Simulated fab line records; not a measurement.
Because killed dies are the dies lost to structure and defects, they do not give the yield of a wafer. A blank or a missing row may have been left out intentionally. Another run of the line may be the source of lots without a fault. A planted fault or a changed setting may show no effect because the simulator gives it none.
What tool caused it? | flow nand_harc | 6 lots with 18 wafers sampled at 5 steps, on a route of 1302 steps

## WHAT EACH GAUGE READ, for each wafer
NHARC_END_SORT_01.
lot  | measured     | on        | killed_dies
L949 | day 26 23:58 | prober-02 | 91 85 91
L952 | day 28 05:26 | prober-01 | 28 44 45
L953 | day 28 20:41 | prober-01 | 65 68 77

## WHAT TOOL EACH LOT RAN ON (gives the tool, then ch and the chambers of the sampled wafers, and finally the start)
lot  | NHARC_A_BLC_PVD_32           | NHARC_THIN_TSV_PRE_CLEAN_50             | NHARC_THIN_TSV_ANNEAL_52         | NHARC_THIN_TSV_STRIP_56
L947 | pvd_sputter-01, day 24 07:05 | pvd_sputter-03, day 25 13:10 or earlier | rtp_anneal-01 ch 0, day 25 13:10 | plasma_asher-01 ch 0,1, day 25 15:43
L949 | pvd_sputter-03, day 25 06:56 | pvd_sputter-01, day 26 12:55 or earlier | rtp_anneal-01 ch 0, day 26 12:55 | plasma_asher-02 ch 0,1, day 26 15:36
L952 | pvd_sputter-02, day 26 07:44 | pvd_sputter-01, day 27 18:22 or earlier | rtp_anneal-01 ch 0, day 27 18:22 | plasma_asher-02 ch 0,1, day 27 20:59
L953 | pvd_sputter-03, day 27 02:47 | pvd_sputter-02, day 28 06:23 or earlier | rtp_anneal-01 ch 0, day 28 06:23 | plasma_asher-02 ch 0,1, day 28 08:56
L962 | pvd_sputter-02, day 29 21:19 | pvd_sputter-02, day 31 05:11 or earlier | rtp_anneal-02 ch 0, day 31 05:11 | plasma_asher-02 ch 0,1, day 31 07:47
L966 | pvd_sputter-01, day 31 14:32 | pvd_sputter-03, day 32 20:45 or earlier | rtp_anneal-02 ch 0, day 32 20:45 | plasma_asher-02 ch 0,1, day 32 23:23
- NHARC_A_BLC_PVD_32: deposits Ti, target thk 5 nm, time 17.7 s.
- NHARC_THIN_TSV_PRE_CLEAN_50: time 30 s.
- NHARC_THIN_TSV_ANNEAL_52: time 90 s.
- NHARC_THIN_TSV_STRIP_56: strips in O2.

## THE ANSWER, worked out from the rows above alone
Rule: usual is defined by the lots themselves. The widest of any qualifying gaps counts: lots, ordered by their means at a reading, are off when they make up no more than a third of the lots, leave a main group of 4 or more, and stand apart from it by 3 or more times the standard deviation of that group's means. Not used: any main group whose means are identical at the precision the tables above print for the reading. Also off: a lot with no number at a reading for which 4 or more lots have one. Any other lot the step has rows for is counted as sound.
Nothing can be told from this: no lot is off at any reading shown.

## WHAT THE SIMULATOR HAD PUT IN
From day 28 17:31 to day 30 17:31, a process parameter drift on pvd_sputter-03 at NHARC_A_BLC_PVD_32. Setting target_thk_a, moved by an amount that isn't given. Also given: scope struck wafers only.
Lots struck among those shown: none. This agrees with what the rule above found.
